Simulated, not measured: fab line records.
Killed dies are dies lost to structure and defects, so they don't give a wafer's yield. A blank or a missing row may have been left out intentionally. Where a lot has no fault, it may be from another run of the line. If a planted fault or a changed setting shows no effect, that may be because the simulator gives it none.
Code-filled problem report in 8D (eight disciplines) form ; flow n5 finfet ; the parts of the form that need people (team, actions taken, sign-off) are left out

## 1. PROBLEM STATEMENT
Mean IOFF_N at N5_BEOL_M4_RC_MEAS_101: 0.769 nA/um over 9 wafers in 3 lots; fault-free wafers: 0.167 nA/um, standard deviation 0.023. That puts it +26 standard deviations away from the usual mean.
The first sign was on wafer L591.2 at day 11 14:51, on prober-01. The record holds 27 wafers of 9 lots with a number at this step. Rule for "out", or "out of limits": more than 4 standard deviations from the usual mean. The other wafers with a number count as sound.

## 2. WHAT IT IS; WHAT IT IS NOT
question;is;is not
which readings at this step;IOFF_N, DIBL_N, DIBL_P, IOFF_N_85C, IOFF_N_LIN, IOFF_P, IOFF_P_85C, IOFF_P_LIN, ION_N, ION_P, REXT_N, REXT_P, SS_N, VT_N, VT_N_LVT, VT_P, VT_P_LVT;-
which lots;L591, L592, L593;L583, L598, L599, L600, L601, L603
which wafers of those lots;all that have a number;-
read on which gauges;prober-01, prober-02;-
when;from day 11 14:51;"up to then (3 sound wafers); but 15 sound wafers of L598, L599, L600, L601, L603 came after"

## 3. WHAT RULES OUT EACH SUSPECT
Counting: a tool at a process step up to the reading stays a suspect if it ran every lot that is out and no sound lot after the first of them.
- the gauge at N5_BEOL_M4_RC_MEAS_101 has been ruled out. The wafers that are out were read on 2 gauges (prober-01, prober-02).
- ald sin-01 at N5_SPACER0_ALD_08 (deposits SiNx, target thk 2 nm): ruled out as a lasting fault. The sound lots L598, L599 went through it after L591, its earliest lot that is out (day 5 17:21).
Left after counting: nothing in the record.

## 4. THE CAUSE (what the simulator had put in)
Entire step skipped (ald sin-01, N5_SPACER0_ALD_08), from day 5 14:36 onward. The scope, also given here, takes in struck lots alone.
Counting ruled it out, wrongly: the rule takes a fault to strike every lot that its tool runs from its start on, and this one did not.

## 5. SEQUENCE OF EFFECTS, ordered by route
Each row: a reading where the mean over the struck wafers with a number is more than 3 standard deviations away from the usual. Only readings whose record carries a usual standard deviation are examined. hours: median over the lots of the time between each lot's start at the first step of this table that gives one and its start at this step. sigmas: the change, counted in usual standard deviations.
hours;step;reading;usual;on struck wafers;change;sigmas
0;N5_BEOL_M4_RC_MEAS_101;DIBL_N;36.6 mV/V;52.3;+15.7;+12
0;N5_BEOL_M4_RC_MEAS_101;DIBL_P;36.4 mV/V;49.8;+13.4;+9.6
0;N5_BEOL_M4_RC_MEAS_101;IOFF_N;0.167 nA/um;0.769;+0.602;+26
0;N5_BEOL_M4_RC_MEAS_101;IOFF_N_85C;3.3 nA/um;11.6;+8.3;+22
0;N5_BEOL_M4_RC_MEAS_101;IOFF_N_LIN;0.077 nA/um;0.246;+0.169;+19
0;N5_BEOL_M4_RC_MEAS_101;IOFF_P;0.219 nA/um;0.944;+0.725;+25
0;N5_BEOL_M4_RC_MEAS_101;IOFF_P_85C;3.8 nA/um;12.9;+9.1;+22
0;N5_BEOL_M4_RC_MEAS_101;IOFF_P_LIN;0.104 nA/um;0.344;+0.240;+20
0;N5_BEOL_M4_RC_MEAS_101;ION_N;678 uA/um;767;+89;+10
0;N5_BEOL_M4_RC_MEAS_101;ION_P;464 uA/um;529;+65;+10
0;N5_BEOL_M4_RC_MEAS_101;REXT_N;75.4 ohm.um;62.1;-13.3;-9.5
0;N5_BEOL_M4_RC_MEAS_101;REXT_P;101.3 ohm.um;82.5;-18.8;-7.2
0;N5_BEOL_M4_RC_MEAS_101;SS_N;71.5 mV/dec;74.8;+3.3;+6.2
0;N5_BEOL_M4_RC_MEAS_101;SS_P;73.4 mV/dec;76.0;+2.6;+4.5
0;N5_BEOL_M4_RC_MEAS_101;VT_N;248.5 mV;225.8;-22.7;-8.1
0;N5_BEOL_M4_RC_MEAS_101;VT_N_LVT;98.6 mV;75.4;-23.2;-8.3
0;N5_BEOL_M4_RC_MEAS_101;VT_P;-249 mV;-223;+26;+8.5
0;N5_BEOL_M4_RC_MEAS_101;VT_P_LVT;-99.0 mV;-73.7;+25.3;+9.4
100;N5_PASSIVATION_PROBE_49;sort n pass;1081;1;-1080;-60
100;N5_PASSIVATION_PROBE_49;sort yield pct;91.6 %;0.1;-91.5;-57
Here are the process steps it includes:
- N5_PASSIVATION_PROBE_49
Readings that are blank on the struck wafers while sound wafers have them: chamber pressure Torr at N5_SPACER0_ALD_08; heater power outer w at N5_SPACER0_ALD_08; heater power w at N5_SPACER0_ALD_08.

## 6. WHAT WOULD HAVE CAUGHT IT SOONER
Counted from the fault's start at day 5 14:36, it took 144 hours until the first out-of-limits reading at a measuring or inspecting step in this record, taken at day 11 14:51.
At N5_SPACER0_ALD_08 the tool's readings are blank on the struck wafers, where sound wafers have them: an empty tool record is the first sign, and it was there at once.
